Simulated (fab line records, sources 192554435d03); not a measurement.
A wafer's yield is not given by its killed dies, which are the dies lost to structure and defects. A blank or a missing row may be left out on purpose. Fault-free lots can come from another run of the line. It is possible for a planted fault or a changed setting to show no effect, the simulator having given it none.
Comparing a struck lot with a sound one :: flow n5Finfet :: 15 steps out of a route of 1938
Sound: the wafers L741.2, L741.3, L741.5. Struck: wafer L750.4; the same lot's L750.3 was not struck, so it is left out; see the end for the cause.
Per side, at each step with rows, come the tool, then ch with its chambers, and then its first start. Under that, the readings that differ: sound wafers :: struck wafers :: difference of the means :: sigmas: that difference in standard deviations of wafers without a fault.
alike: a reading whose means differ by less than 2 such deviations, as well as words and numbers matching on both sides. not compared: withheld readings; readings where some wafer has no value; bounds like >300 that might hide an equal value; numbers whose values overlap and for which the record gives no deviation.
Wherever a step has rows on one side only, a row that says differs or no value, or a row with sigmas, the two part there. Numbers that don't overlap but have no deviation are shown without sigmas and don't part them. Lack of a reading on every wafer of one side parts them only where that side has two or more wafers.

N5_HKMG_FIN_STRIP_60: strips in N2/H2, time 360 s.
  sound on plasmaAsher-01 ch 0,1, day 4 01:46; struck on plasmaAsher-02 ch 0, day 6 08:32
  alike: drypumpMotorCurrentA, h2FlowSccm, heaterPowerW
  not compared: rfHoursCounterH
then, 2 steps without rows for these wafers: N5_HKMG_FIN_WET_ETCH_77 (etches La2O3 in dHCl, stops on HfO2, target depth 2 nm); N5_HKMG_FIN_WET_ETCH_78 (etches Al2O3 in dNH4OH, stops on La2O3, target depth 4.5 nm, rinse time 30 s).
N5_HKMG_FIN_ALD_79: deposits TiN, target thk 1.5 nm, pulse time 1 s, purge time 3 s.
  sound on aldMetal-04 ch 0,1,3, day 4 02:16; struck on aldMetal-01 ch 1, day 6 08:54
  alike: heaterPowerOuterW, heaterPowerW, precursorPulseHeightRel, susceptorTempC
  not compared: aldCycles
N5_HKMG_FIN_CVD_62: deposits a-Si from Si2H6, target thk 3 nm, time 20.8 s.
  sound on thermalCvdSi-02 ch 1,2, day 4 02:37; struck on thermalCvdSi-01 ch 0, day 6 09:16
  alike: heaterPowerOuterW, heaterPowerW, susceptorTempC
then, 5 steps without rows for these wafers: N5_HKMG_FIN_RTA_80 (time 2 s); N5_HKMG_FIN_PRECLEAN_64 (cleans in dHF, time 30 s); N5_HKMG_FIN_WET_ETCH_65 (etches a-Si in TMAH, stops on TiN, time 49 s, target depth 3 nm); N5_HKMG_FIN_WET_ETCH_81 (etches TiN in SC1, stops on HfO2, time 57 s, target depth 6 nm); N5_HKMG_FIN_WET_ETCH_82 (etches La2O3 in dHCl, stops on HfO2, target depth 2 nm, rinse time 30 s).
N5_HKMG_FIN_ALD_36: deposits TiN, target thk 1 nm, pulse time 1 s, purge time 3 s.
  sound on aldMetal-01 ch 1,2, day 4 03:07; struck on aldMetal-04 ch 0, day 6 09:44
  alike: heaterPowerOuterW, heaterPowerW, precursorPulseHeightRel, susceptorTempC
  not compared: aldCycles
N5_HKMG_FIN_THK_MEAS_70: measures by xrf.
  sound: filmMetro-02 at day 4 03:24; struck: filmMetro-02 at day 6 10:01
  alike: HK_THK
N5_HKMG_FIN_PWFM_ALD_03: deposits TiN, target thk 2 nm, pulse time 1 s, purge time 3 s.
  sound on aldMetal-02 ch 1,3, day 4 03:26; struck on aldMetal-02 ch 0, day 6 10:03
reading: aldCycles
sound: 91 91 91
struck: 79
difference: -12
sigmas: 
  alike: heaterPowerOuterW, heaterPowerW, precursorPulseHeightRel
  not compared: susceptorTempC
then, 1 step without rows for these wafers: N5_HKMG_FIN_COAT_29 (time 60 s, resist thk 300 nm).
-- record jumps: 9 days separate the struck wafers' starts on either side; left off in module HKMG_FIN, taken up again in module PASSIVATION, whose first shown step is the route's number 1936 --
N5_PASSIVATION_PROBE_49:
  record: rows for the struck wafers here (prober-02, day 15 00:30), none for the sound ones

## WHERE THEY PART
Only at N5_PASSIVATION_PROBE_49, within this record.

WHY: whatever the simulator had introduced
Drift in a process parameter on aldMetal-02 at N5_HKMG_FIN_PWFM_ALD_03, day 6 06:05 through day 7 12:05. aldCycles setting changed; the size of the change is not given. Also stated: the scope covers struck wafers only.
